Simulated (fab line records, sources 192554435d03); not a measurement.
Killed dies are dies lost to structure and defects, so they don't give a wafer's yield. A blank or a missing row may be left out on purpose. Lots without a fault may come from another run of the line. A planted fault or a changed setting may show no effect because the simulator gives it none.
fab line records | flow n5_finfet
record lots=9 wafers=27 last_day=18
route steps=1938 shown BEOL_M2@858 BEOL_M4@1111 PASSIVATION@1936
lots that met no fault: from a run of the same line without faults
start_h: hours from the record's first day to the start of the lot's first wafer shown | wait_h: hours since the lot's step before | " the same as in the row above | L1.1+2: a row that stands for several wafers | - no value, or no start given | * or withheld: withheld | < > ~ a bound
route shown NAME@n: a module of which the file shows steps, and the number in the route of the first | usual: mean/standard deviation of fault-free wafers | same: alike in all rows | chamber/n: place in a boat | sites: the reading at each site | _std_site: their standard deviation | _edge_site: outer sites' mean less inner sites' | radius_mm: how far each site lies from the wafer's centre | mask NAME#n: copy n | behind: the tool/chamber that last shaped the wafer | hold: why the lot was held/for how many hours/how that ended | device: the transistor (n, p or np) that didn't switch | end of line: the same wafers' tests at the end of the route | a step without rows: its recipe alone | killed: dies lost to structure and defects at the first sort, not the wafer's yield | map: a wafer's dies, x killed, . not, _ none there
set.NAME: the setting as run; set.NAME@STEP: as run at that earlier step | model.NAME: the simulator's own value behind a step, which no gauge read
steps of the route over a sample of lots; a table a step, a row a wafer
services: from which hour (start_h, from the record's first day; less than 0 if before it) a tool's chamber was out of use, for how many hours, and why
## steps
# step N5_BEOL_M2_ETCH_74
# recipe chemistry=N2/H2 target=underlayer target_depth_a=65 mask_material=CAR-EUV time_s=5.2 ion_energy_ev=200 pressure_mtorr=30 source_w=840 bias_w=150 n2_flow_sccm=200 h2_flow_sccm=200 ends=cleared
# usual drypump_motor_current_A=5.9/0.49 etch_rf_on_time_s=5.27/0.1 oes_product_au=0.66/0.085 rf_vpp_V=523.3/2.9 showerhead_plenum_p_Torr=2.53/0.098 throttle_valve_pct=17.8/0.32
# columns lot.wafer tool chamber start_h wait_h drypump_motor_current_A etch_rf_on_time_s oes_product_au rf_hours_counter_h rf_vpp_V showerhead_plenum_p_Torr throttle_valve_pct
L808.1 rie_diel-01 1 140.02 0.0 5.7 5.15 0.79 14 521.5 2.49 17.8
L808.3 " 0 " " 6.4 5.30 0.62 177 526.0 2.62 18.0
L808.6 " 3 " " 5.9 5.03 0.82 - 520.6 2.47 17.2
L809.2 rie_diel-04 3 147.85 0.0 5.2 5.28 0.60 225 519.3 2.40 17.7
L809.4 " 1 " " 6.4 5.52 0.56 - 525.3 2.62 18.0
L809.6 " 0 " " 6.0 5.29 0.65 - 525.3 2.56 18.3
L810.1 rie_diel-03 1 158.59 0.0 5.1 5.31 0.59 242 526.5 2.61 17.9
L810.4 " 0 " " 5.6 5.35 0.58 216 519.2 2.43 18.0
L810.5 " 1 " " 5.2 5.34 0.58 - 524.5 2.61 17.9
L812.1 rie_diel-03 3 162.00 0.0 6.5 5.30 0.62 200 526.0 2.64 18.0
L812.3 " 2 " " 5.3 5.17 0.67 114 521.6 2.45 17.5
L812.4 " 1 " " 5.2 5.30 0.58 244 526.5 2.61 17.9
L815.1 rie_diel-04 3 193.04 0.0 5.2 5.38 0.59 241 520.4 2.39 17.7
L815.3 " 0 " " 6.0 5.33 0.64 136 524.6 2.55 18.3
L815.4 " 2 " " 5.6 5.22 0.61 188 523.1 2.42 18.1
L817.2 rie_diel-01 0 202.41 0.0 6.4 5.37 0.60 200 526.3 2.61 18.1
L817.4 " 1 " " 5.8 5.18 0.75 - 522.3 2.48 17.8
L817.6 " 3 " " 6.0 5.12 0.77 - 521.3 2.46 17.2
L820.1 rie_diel-03 2 216.84 0.0 5.3 5.24 0.65 138 522.2 2.44 17.6
L820.5 " 2 " " 5.3 5.20 0.65 - 521.0 2.44 17.5
L820.6 " 1 " " 5.2 5.28 0.82 - 523.6 2.61 17.5
L821.1 rie_diel-04 2 218.02 0.0 5.6 5.21 0.60 198 517.1 2.42 18.1
L821.2 " 0 " " 6.0 5.27 0.64 146 526.5 2.55 18.3
L821.5 " 1 " " 6.4 5.29 0.78 - 526.0 2.61 17.6
L826.1 rie_diel-01 0 248.11 0.0 6.4 5.34 0.60 216 525.7 2.61 18.1
L826.2 " 3 " " 5.9 5.12 0.75 60 520.7 2.45 17.3
L826.6 " 2 " " 6.6 5.27 0.62 - 520.8 2.43 18.4
# step N5_BEOL_M2_CD_MEAS_18
# recipe pitch_nm=36 target_cd_nm=18
# usual cd_nm=17.9/0.36
# columns lot.wafer tool chamber start_h wait_h cd_nm
L808.1 cd_sem-01 - 140.45 0.0 17.8
L808.3 " - " " 18.0
L808.6 " - " " 18.4
L809.2 cd_sem-01 - 148.26 0.1 17.6
L809.4 " - " " 17.6
L809.6 " - " " 18.4
L810.1 cd_sem-03 - 159.02 0.0 18.3
L810.4 " - " " 17.5
L810.5 " - " " 18.5
L812.1 cd_sem-01 - 162.42 0.1 17.9
L812.3 " - " " 17.6
L812.4 " - " " 17.8
L815.1 cd_sem-03 - 193.49 0.0 17.0
L815.3 " - " " 17.5
L815.4 " - " " 17.7
L817.2 cd_sem-02 - 202.81 0.1 17.3
L817.4 " - " " 17.8
L817.6 " - " " 18.1
L820.1 cd_sem-02 - 217.48 0.0 17.8
L820.5 " - " " 17.5
L820.6 " - " " 17.1
L821.1 cd_sem-03 - 218.52 0.0 18.9
L821.2 " - " " 17.6
L821.5 " - " " 18.0
L826.1 cd_sem-01 - 248.51 0.0 17.6
L826.2 " - " " 18.0
L826.6 " - " " 18.1
# step N5_BEOL_M2_CD_MEAS_28
# recipe target_cd_nm=26.2 landing_energy_ev=500 detector=se_inlens target_cd_y_nm=24.1 polarity=opening
# usual cd_nm=26.12/0.23
# columns lot.wafer tool chamber start_h wait_h cd_nm
L808.1 cd_sem-03 0 140.77 - 26.53
L808.3 " 0 " " 25.95
L808.6 " 0 " " 26.29
L809.2 cd_sem-01 0 148.70 - 26.09
L809.4 " 0 " " 26.27
L809.6 " 0 " " 25.97
L810.1 cd_sem-03 0 159.34 - 26.05
L810.4 " 0 " " 26.21
L810.5 " 0 " " 26.20
L812.1 cd_sem-02 0 162.90 - 26.30
L812.3 " 0 " " 26.29
L812.4 " 0 " " 26.33
L815.1 cd_sem-01 0 193.95 - 26.03
L815.3 " 0 " " 25.91
L815.4 " 0 " " 26.17
L817.2 cd_sem-03 0 203.13 - 25.84
L817.4 " 0 " " 26.14
L817.6 " 0 " " 26.21
L820.1 cd_sem-02 0 217.79 - 25.68
L820.5 " 0 " " 25.80
L820.6 " 0 " " 25.96
L821.1 cd_sem-03 0 218.84 - 26.16
L821.2 " 0 " " 26.21
L821.5 " 0 " " 25.87
L826.1 cd_sem-01 0 248.95 - 25.93
L826.2 " 0 " " 26.58
L826.6 " 0 " " 26.07
# step N5_BEOL_M2_ALD_98
# recipe material=SiO2 target_thk_a=25 temp_c=100 ald_precursor_family=BDEAS ald_co_reactant=O2-plasma pulse_time_s=1 co_reactant_pulse_time_s=1 purge_time_s=2 co_reactant_purge_time_s=2 ald_cycles=17 pressure_torr=2
# usual ald_cycles=17/0 heater_power_w=80/7.8 precursor_pulse_height_rel=1.000/0.018
# columns lot.wafer tool chamber start_h wait_h ald_cycles heater_power_w precursor_pulse_height_rel
L808.1 ald_sin-01 2 141.07 0.1 17 74 1.007
L808.3 " 3 " " 17 81 0.968
L808.6 " 2 " " 17 76 1.033
L809.2 ald_sin-02 1 148.96 0.1 17 77 0.987
L809.4 " 3 " " 17 78 0.971
L809.6 " 0 " " 17 73 0.997
L810.1 ald_sin-04 0 159.99 0.1 17 69 0.987
L810.4 " 0 " " 17 69 1.002
L810.5 " 2 " " 17 90 1.003
L812.1 ald_sin-04 3 163.52 0.4 17 82 0.992
L812.3 " 2 " " 17 93 1.013
L812.4 " 2 " " 17 90 1.017
L815.1 ald_sin-02 0 194.49 0.1 17 73 0.992
L815.3 " 3 " " 17 80 1.024
L815.4 " 2 " " 17 78 1.023
L817.2 ald_sin-02 1 203.72 0.4 17 79 0.992
L817.4 " 2 " " 17 75 0.994
L817.6 " 3 " " 17 81 1.005
L820.1 ald_sin-01 1 218.34 0.1 17 83 1.004
L820.5 " 1 " " 17 84 1.021
L820.6 " 0 " " 17 103 0.991
L821.1 ald_sin-01 1 219.09 0.1 17 85 1.027
L821.2 " 0 " " 17 103 1.013
L821.5 " 0 " " 17 103 1.010
L826.1 ald_sin-01 1 249.38 0.2 13 85 0.990
L826.2 " 2 " " 17 76 1.013
L826.6 " 2 " " 17 74 1.016
# step N5_BEOL_M4_RC_MEAS_101
# usual DIBL_N=35.8/1.7 DIBL_P=35.3/2 IOFF_N=0.150/0.026 IOFF_P=0.194/0.029 ION_N=667/11 ION_P=456/7.1 SS_N=71.4/0.65 SS_P=73.1/0.64 VT_N=251/3 VT_P=-252/3.2
# columns lot.wafer tool chamber start_h wait_h DIBL_N[mV/V] DIBL_P[mV/V] IOFF_N[nA/um] IOFF_P[nA/um] ION_N[uA/um] ION_P[uA/um] SS_N[mV/dec] SS_P[mV/dec] VT_N[mV] VT_P[mV]
L808.1 prober-01 0 209.88 0.0 36.5 36.8 0.156 0.193 678 461 72.2 73.0 253 -252
L808.3 " 0 " " 32.5 32.0 0.103 0.136 649 447 70.9 71.8 258 -258
L808.6 " 0 " " 35.6 36.5 0.150 0.190 675 466 71.2 74.1 250 -254
L810.1 prober-02 0 223.98 0.0 36.1 36.4 0.148 0.197 663 452 71.0 73.3 252 -252
L810.4 " 0 " " 36.0 36.0 0.150 0.196 671 462 71.1 73.4 253 -255
L810.5 " 0 " " 37.7 37.8 0.173 0.228 666 457 72.4 74.0 247 -250
L809.2 prober-01 0 242.50 0.2 37.5 35.6 0.165 0.191 659 444 72.8 73.9 253 -255
L809.4 " 0 " " 38.0 37.8 0.195 0.236 665 447 72.9 74.3 246 -248
L809.6 " 0 " " 35.9 35.0 0.141 0.187 644 442 72.0 72.9 253 -253
L812.1 prober-02 0 244.26 0.0 36.4 35.5 0.157 0.188 673 457 71.0 72.8 251 -249
L812.3 " 0 " " 37.6 37.3 0.187 0.220 688 463 71.5 73.7 246 -249
L812.4 " 0 " " 34.9 33.0 0.123 0.159 658 450 70.8 73.2 256 -253
L815.1 prober-02 0 269.99 0.0 34.0 35.8 0.141 0.208 676 468 70.9 72.7 250 -249
L815.3 " 0 " " 32.6 33.2 0.123 0.172 667 458 70.8 71.9 251 -251
L815.4 " 0 " " 36.1 38.3 0.184 0.250 680 468 71.3 73.2 247 -243
L817.2 prober-01 0 277.01 0.2 34.5 36.0 0.148 0.217 665 464 71.5 73.9 250 -247
L817.4 " 0 " " 33.9 34.6 0.136 0.202 660 463 70.9 72.9 251 -250
L817.6 " 0 " " 35.6 36.7 0.175 0.238 671 462 71.9 73.8 247 -246
L821.1 prober-01 0 286.95 0.0 35.4 34.1 0.146 0.177 670 454 71.3 72.7 251 -253
L821.2 " 0 " " 36.5 35.8 0.153 0.193 656 447 72.2 72.5 251 -252
L821.5 " 0 " " 36.5 34.9 0.155 0.184 661 453 71.7 73.5 251 -252
L820.1 prober-02 0 307.71 0.4 36.6 34.3 0.161 0.192 668 456 72.1 74.2 251 -252
L820.5 " 0 " " 35.7 35.7 0.151 0.210 677 458 72.2 73.4 249 -251
L820.6 " 0 " " 35.0 32.6 0.134 0.162 659 449 71.6 72.8 253 -255
L826.1 prober-02 0 327.20 0.0 36.4 34.8 0.156 0.168 648 436 72.4 73.4 254 -253
L826.2 " 0 " " 35.6 34.5 0.137 0.160 665 450 71.5 73.4 251 -254
L826.6 " 0 " " 38.0 37.2 0.190 0.194 679 455 72.3 74.3 248 -253
# step N5_PASSIVATION_PROBE_49
# usual defect_limited_yield=91.5/1.4 killed_at_M0_to_M3=34/11 killed_at_M4_up=15/6 killed_at_contacts=11/5.9 killed_at_front_end=37/11 killed_at_other=3.6/2.9 killed_dies=101/17 killed_on_rim=13/4 killed_open=66/12 killed_short=33/7.8 sort_bin_5_function=5.0/0.97 sort_bin_6_memory=3.2/0.65 sort_bin_8_speed=0.02/0.2 sort_n_pass=1079/17 sort_yield_pct=91.4/1.4
# same gross_dies=1180 killed_at_back_side=0 sort_bin_4_leakage[%]=0
# columns lot.wafer tool chamber start_h wait_h defect_limited_yield[%] killed_at_M0_to_M3 killed_at_M4_up killed_at_contacts killed_at_front_end killed_at_other killed_dies killed_on_rim killed_open killed_short sort_bin_5_function[%] sort_bin_6_memory[%] sort_bin_8_speed[%] sort_n_pass sort_yield_pct[%]
L808.1 prober-02 - 307.11 0.0 91.9 32 14 10 34 5 95 14 52 42 5.0 2.4 0 1085 91.9
L808.3 prober-02 - 307.21 0.1 90.4 55 9 6 35 8 113 11 74 36 4.7 4.1 0 1067 90.4
L808.6 prober-02 - 307.36 0.3 92.0 35 17 9 30 3 94 11 52 36 4.1 3.4 0 1086 92.0
L810.1 prober-01 - 327.62 0.0 92.5 24 6 2 52 4 88 10 56 28 4.2 3.0 0 1092 92.5
L810.4 prober-01 - 327.77 0.2 92.0 39 10 12 27 6 94 16 65 28 5.2 2.5 0 1086 92.0
L810.5 prober-01 - 327.82 0.2 91.6 33 11 11 36 8 99 12 70 26 5.3 2.7 0 1081 91.6
L809.2 prober-02 - 341.11 0.1 91.2 27 19 15 36 7 104 15 78 26 5.6 2.9 0 1076 91.2
L809.4 prober-02 - 341.21 0.2 93.1 20 15 4 35 7 81 3 53 27 4.3 2.3 0 1099 93.1
L809.6 prober-02 - 341.31 0.3 90.4 47 20 13 33 0 113 21 83 29 6.4 3.0 2.37 1039 88.1
L812.1 prober-01 - 349.32 0.0 88.9 46 19 10 54 2 131 12 88 40 6.6 4.1 0 1049 88.9
L812.3 prober-01 - 349.42 0.1 89.7 39 18 4 58 2 121 25 63 55 5.8 4.1 0 1059 89.7
L812.4 prober-01 - 349.47 0.2 91.7 41 16 8 32 1 98 22 69 29 5.6 2.5 0 1082 91.7
L815.1 prober-02 - 376.09 0.0 91.7 44 15 11 27 1 98 10 75 19 4.8 3.2 0 1082 91.7
L815.3 prober-02 - 376.19 0.1 91.8 34 16 17 29 1 97 15 66 30 5.0 3.1 0 1083 91.8
L815.4 prober-02 - 376.24 0.2 90.5 30 14 14 53 1 112 12 83 29 5.8 3.5 0 1068 90.5
L817.2 prober-01 - 381.43 0.1 89.9 31 9 15 62 2 119 12 89 29 6.9 3.0 0 1061 89.9
L817.4 prober-01 - 381.53 0.2 92.0 17 13 22 41 1 94 12 68 25 5.1 2.7 0 1086 92.0
L817.6 prober-01 - 381.63 0.3 89.3 48 13 15 50 0 126 20 85 38 6.4 3.6 0 1054 89.3
L821.1 prober-01 - 392.37 0.0 91.4 44 13 8 36 0 101 8 63 37 5.3 3.0 0 1079 91.4
L821.2 prober-01 - 392.42 0.1 92.6 17 16 9 40 5 87 9 55 32 4.5 2.7 0 1093 92.6
L821.5 prober-01 - 392.57 0.2 91.3 43 18 7 31 4 103 22 69 32 5.3 2.9 0 1077 91.3
L820.1 prober-01 - 414.83 0.0 93.2 23 11 12 28 6 80 12 54 23 3.5 3.1 0 1100 93.2
L820.5 prober-01 - 415.03 0.2 92.1 24 16 11 39 3 93 7 65 28 5.0 2.7 0 1087 92.1
L820.6 prober-01 - 415.08 0.3 91.4 39 20 12 25 6 102 9 76 26 4.8 3.3 0 1078 91.4
L826.1 prober-01 - 440.92 0.0 92.5 28 22 9 26 3 88 15 52 34 4.6 2.5 0.42 1087 92.1
L826.2 prober-01 - 440.97 0.1 89.2 53 21 8 44 2 128 12 79 48 6.5 3.9 0 1052 89.2
L826.6 prober-01 - 441.17 0.3 91.9 21 21 24 28 2 96 12 61 33 4.9 3.1 0 1084 91.9
# killed by level:class
L808.1 BEOL_M0_SAQP:geometric_particle:short=9 BEOL_M2:geometric_particle:open=9 FIN_SAQP:geometric_particle:short=8 MOL_CONTACT_COAG:geometric_particle:open=7 BEOL_M5:geometric_particle:open=6 ILD0:geometric_particle:short=5 BEOL_M0:geometric_particle:open=5 ILD0:geometric_particle:open=4
L808.3 BEOL_M0_SAQP:geometric_particle:open=12 BEOL_M1:geometric_particle:open=12 BEOL_M2:geometric_particle:open=11 BEOL_M0_SAQP:geometric_particle:short=9 FIN_SAQP:geometric_particle:open=6 MOL_CONTACT_COAG:geometric_particle:open=6 STI_FIN_REVEAL:geometric_particle:open=4 DUMMY_GATE:geometric_particle:open=4
L808.6 BEOL_M0_SAQP:geometric_particle:short=11 BEOL_M0_SAQP:geometric_particle:open=8 BEOL_M2:geometric_particle:open=8 BEOL_M4:geometric_particle:open=6 FIN_SAQP:geometric_particle:short=5 GATE_CUT:geometric_particle:short=5 MOL_CONTACT_COAG:geometric_particle:open=5 STARTING-WAFER:geometric_particle:short=4
L810.1 STI_FIN_REVEAL:geometric_particle:open=13 DUMMY_GATE:geometric_particle:open=9 FIN_SAQP:geometric_particle:short=7 FIN_SAQP:geometric_particle:open=6 BEOL_M3:geometric_particle:open=6 BEOL_M0_SAQP:geometric_particle:open=6 STARTING-WAFER:geometric_particle:short=6 GATE_CUT:geometric_particle:short=5
L810.4 BEOL_M2:geometric_particle:open=14 MOL_CONTACT_COAG:geometric_particle:open=8 BEOL_M0_SAQP:geometric_particle:open=7 FIN_SAQP:geometric_particle:open=6 DUMMY_GATE:geometric_particle:open=6 BEOL_M3:geometric_particle:open=6 BEOL_M0_SAQP:geometric_particle:short=5 BEOL_M2:geometric_particle:short=4
L810.5 MOL_CONTACT_COAG:geometric_particle:open=11 DUMMY_GATE:geometric_particle:open=8 BEOL_M0_SAQP:geometric_particle:open=7 BEOL_M3:geometric_particle:open=7 FIN_SAQP:geometric_particle:short=6 BEOL_M1:geometric_particle:open=6 BEOL_M4:geometric_particle:open=6 FIN_SAQP:geometric_particle:open=5
L809.2 MOL_CONTACT_COAG:geometric_particle:open=13 STI_FIN_REVEAL:geometric_particle:open=12 BEOL_M3:geometric_particle:open=10 BEOL_M4:geometric_particle:open=8 DUMMY_GATE:geometric_particle:open=6 BEOL_M3:geometric_particle:short=5 BEOL_M0_SAQP:geometric_particle:short=4 BEOL_M0_SAQP:geometric_particle:open=4
L809.4 FIN_SAQP:geometric_particle:open=6 BEOL_M5:geometric_particle:open=6 STI_FIN_REVEAL:geometric_particle:open=5 BEOL_M0_SAQP:geometric_particle:open=5 BEOL_M1:geometric_particle:open=5 FIN_SAQP:geometric_particle:short=4 DUMMY_GATE:geometric_particle:short=3 DUMMY_GATE:geometric_particle:open=3
L809.6 BEOL_M4:geometric_particle:open=13 BEOL_M2:geometric_particle:open=13 MOL_CONTACT_COAG:geometric_particle:open=12 BEOL_M0_SAQP:geometric_particle:open=8 BEOL_M3:geometric_particle:open=8 BEOL_M0_SAQP:geometric_particle:short=7 DUMMY_GATE:geometric_particle:open=5 STI_FIN_REVEAL:geometric_particle:open=4
L812.1 BEOL_M0_SAQP:geometric_particle:open=15 STI_FIN_REVEAL:geometric_particle:open=14 FIN_SAQP:geometric_particle:open=11 BEOL_M3:geometric_particle:open=10 BEOL_M0_SAQP:geometric_particle:short=9 FIN_SAQP:geometric_particle:short=7 BEOL_M4:geometric_particle:open=7 MOL_CONTACT_COAG:geometric_particle:open=6
L812.3 FIN_SAQP:geometric_particle:short=14 BEOL_M0_SAQP:geometric_particle:short=11 BEOL_M0_SAQP:geometric_particle:open=10 BEOL_M4:geometric_particle:open=9 GATE_CUT:geometric_particle:short=8 STARTING-WAFER:geometric_particle:short=8 BEOL_M2:geometric_particle:open=7 BEOL_M3:geometric_particle:open=7
L812.4 BEOL_M0_SAQP:geometric_particle:open=12 BEOL_M3:geometric_particle:open=10 BEOL_M0_SAQP:geometric_particle:short=8 FIN_SAQP:geometric_particle:open=7 STI_FIN_REVEAL:geometric_particle:open=7 MOL_CONTACT_COAG:geometric_particle:open=7 BEOL_M4:geometric_particle:open=5 STARTING-WAFER:geometric_particle:short=5
L815.1 BEOL_M1:geometric_particle:open=12 BEOL_M2:geometric_particle:open=10 MOL_CONTACT_COAG:geometric_particle:open=9 BEOL_M4:geometric_particle:open=9 STI_FIN_REVEAL:geometric_particle:open=7 BEOL_M0_SAQP:geometric_particle:short=7 BEOL_M3:geometric_particle:open=5 GATE_CUT:geometric_particle:open=4
L815.3 BEOL_M0_SAQP:geometric_particle:short=11 MOL_CONTACT_COAG:geometric_particle:open=11 BEOL_M4:geometric_particle:open=10 BEOL_M0_SAQP:geometric_particle:open=7 FIN_SAQP:geometric_particle:open=6 MOL_CONTACT_COAG:geometric_particle:short=5 GATE_CUT:geometric_particle:short=5 BEOL_M1:geometric_particle:open=5
L815.4 FIN_SAQP:geometric_particle:open=20 MOL_CONTACT_COAG:geometric_particle:open=11 BEOL_M4:geometric_particle:open=9 BEOL_M0_SAQP:geometric_particle:open=7 BEOL_M0_SAQP:geometric_particle:short=7 STI_FIN_REVEAL:geometric_particle:open=6 BEOL_M1:geometric_particle:open=6 BEOL_M2:geometric_particle:open=5
L817.2 FIN_SAQP:geometric_particle:open=29 MOL_CONTACT_COAG:geometric_particle:open=13 FIN_SAQP:geometric_particle:short=8 BEOL_M3:geometric_particle:open=8 STI_FIN_REVEAL:geometric_particle:open=7 BEOL_M0_SAQP:geometric_particle:short=6 BEOL_M2:geometric_particle:open=6 BEOL_M5:geometric_particle:open=4
L817.4 MOL_CONTACT_COAG:geometric_particle:open=20 STI_FIN_REVEAL:geometric_particle:open=13 FIN_SAQP:geometric_particle:open=8 FIN_SAQP:geometric_particle:short=5 BEOL_M0_SAQP:geometric_particle:short=5 DUMMY_GATE:geometric_particle:open=4 BEOL_M3:geometric_particle:open=4 BEOL_M4:geometric_particle:open=4
L817.6 FIN_SAQP:geometric_particle:short=13 BEOL_M0_SAQP:geometric_particle:open=13 FIN_SAQP:geometric_particle:open=11 MOL_CONTACT_COAG:geometric_particle:open=11 BEOL_M3:geometric_particle:open=9 STI_FIN_REVEAL:geometric_particle:open=8 BEOL_M0_SAQP:geometric_particle:short=8 BEOL_M1:geometric_particle:open=8
L821.1 BEOL_M0_SAQP:geometric_particle:short=19 STI_FIN_REVEAL:geometric_particle:open=10 BEOL_M0_SAQP:geometric_particle:open=9 BEOL_M1:geometric_particle:open=7 BEOL_M4:geometric_particle:open=7 DUMMY_GATE:geometric_particle:open=6 FIN_SAQP:geometric_particle:open=5 BEOL_M3:geometric_particle:open=5
L821.2 STI_FIN_REVEAL:geometric_particle:open=8 BEOL_M4:geometric_particle:open=8 GATE_CUT:geometric_particle:short=7 MOL_CONTACT_COAG:geometric_particle:open=7 FIN_SAQP:geometric_particle:open=6 DUMMY_GATE:geometric_particle:open=4 GATE_CUT:geometric_particle:open=4 BEOL_M3:geometric_particle:open=4
L821.5 BEOL_M4:geometric_particle:open=13 BEOL_M0_SAQP:geometric_particle:short=10 BEOL_M3:geometric_particle:open=10 BEOL_M2:geometric_particle:open=9 STI_FIN_REVEAL:geometric_particle:open=8 MOL_CONTACT_COAG:geometric_particle:open=6 BEOL_M0_SAQP:geometric_particle:open=6 FIN_SAQP:geometric_particle:open=5
L820.1 MOL_CONTACT_COAG:geometric_particle:open=10 BEOL_M3:geometric_particle:open=7 DUMMY_GATE:geometric_particle:open=6 STI_FIN_REVEAL:geometric_particle:open=5 STARTING-WAFER:geometric_particle:short=5 BEOL_M0_SAQP:geometric_particle:short=4 BEOL_M2:geometric_particle:open=4 BEOL_M1:geometric_particle:open=3
L820.5 FIN_SAQP:geometric_particle:short=10 DUMMY_GATE:geometric_particle:open=9 STI_FIN_REVEAL:geometric_particle:open=8 MOL_CONTACT_COAG:geometric_particle:open=8 BEOL_M0_SAQP:geometric_particle:open=6 BEOL_M1:geometric_particle:open=4 BEOL_M2:geometric_particle:open=4 BEOL_M3:geometric_particle:open=4
L820.6 MOL_CONTACT_COAG:geometric_particle:open=11 BEOL_M3:geometric_particle:open=10 BEOL_M0_SAQP:geometric_particle:open=9 BEOL_M0_SAQP:geometric_particle:short=8 BEOL_M4:geometric_particle:open=8 BEOL_M2:geometric_particle:open=6 DUMMY_GATE:geometric_particle:open=5 STI_FIN_REVEAL:geometric_particle:open=4
L826.1 FIN_SAQP:geometric_particle:short=9 BEOL_M4:geometric_particle:open=9 MOL_CONTACT_COAG:geometric_particle:open=8 BEOL_M2:geometric_particle:open=6 BEOL_M5:geometric_particle:open=5 BEOL_M0_SAQP:geometric_particle:short=5 BEOL_M2:geometric_particle:short=5 FIN_SAQP:geometric_particle:open=4
L826.2 BEOL_M0_SAQP:geometric_particle:open=17 BEOL_M0_SAQP:geometric_particle:short=16 STI_FIN_REVEAL:geometric_particle:open=15 FIN_SAQP:geometric_particle:short=9 BEOL_M4:geometric_particle:open=9 BEOL_M1:geometric_particle:open=7 BEOL_M2:geometric_particle:open=7 MOL_CONTACT_COAG:geometric_particle:open=4
L826.6 MOL_CONTACT_COAG:geometric_particle:open=17 BEOL_M4:geometric_particle:open=13 FIN_SAQP:geometric_particle:short=8 STI_FIN_REVEAL:geometric_particle:open=6 MOL_CONTACT_COAG:geometric_particle:short=6 BEOL_M0_SAQP:geometric_particle:short=5 BEOL_M3:geometric_particle:open=4 BEOL_M0_SAQP:geometric_particle:open=3
## services
# columns tool chamber start_h hours kind
rie_diel-04 1 156.64 - clean
rie_diel-04 1 156.64 - consumable_replace:focus_ring
rie_diel-04 1 156.64 21.8 scheduled_down
rie_diel-04 1 156.64 21.8 vent_cycle
rie_diel-04 0 159.67 9.2 repair
rie_diel-04 3 166.89 6.3 repair
rie_diel-03 1 182.04 - clean
rie_diel-03 1 182.04 - consumable_replace:focus_ring
rie_diel-03 1 182.04 21.0 scheduled_down
rie_diel-03 1 182.04 21.0 vent_cycle
ald_sin-01 - 183.32 0.7 repair
rie_diel-01 2 196.01 16.2 repair
ald_sin-04 - 214.90 14.6 pm
rie_diel-04 3 217.41 - clean
rie_diel-04 3 217.41 - consumable_replace:focus_ring
rie_diel-04 3 217.41 - consumable_replace:showerhead
rie_diel-04 3 217.41 30.8 scheduled_down
rie_diel-04 3 217.41 30.8 vent_cycle
ald_sin-01 - 226.50 0.6 repair
ald_sin-04 - 232.41 0.3 repair
rie_diel-01 0 236.26 2.0 repair
rie_diel-01 1 242.72 9.3 repair
ald_sin-04 1 244.68 5.6 repair
ald_sin-02 0 247.20 6.8 repair
## key
first_sign step=N5_BEOL_M2_ALD_98 reading=ald_cycles direction=down sigmas=99+ usual=* struck=*
effect none on later readings
met_at N5_BEOL_M2_ALD_98
struck_lots L826
struck_wafers L826.1
not_acting_at N5_BEOL_M2_ETCH_74,N5_BEOL_M2_CD_MEAS_18,N5_BEOL_M2_CD_MEAS_28
onset_between 219.09 249.38
fault kind=process_parameter_drift tool=ald_sin-01 chamber=- onset_h=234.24 steps=N5_BEOL_M2_ALD_98 channel=ald_cycles offset=* shape=step end_h=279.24 scope=struck_wafers_only acts_in=* stated=*
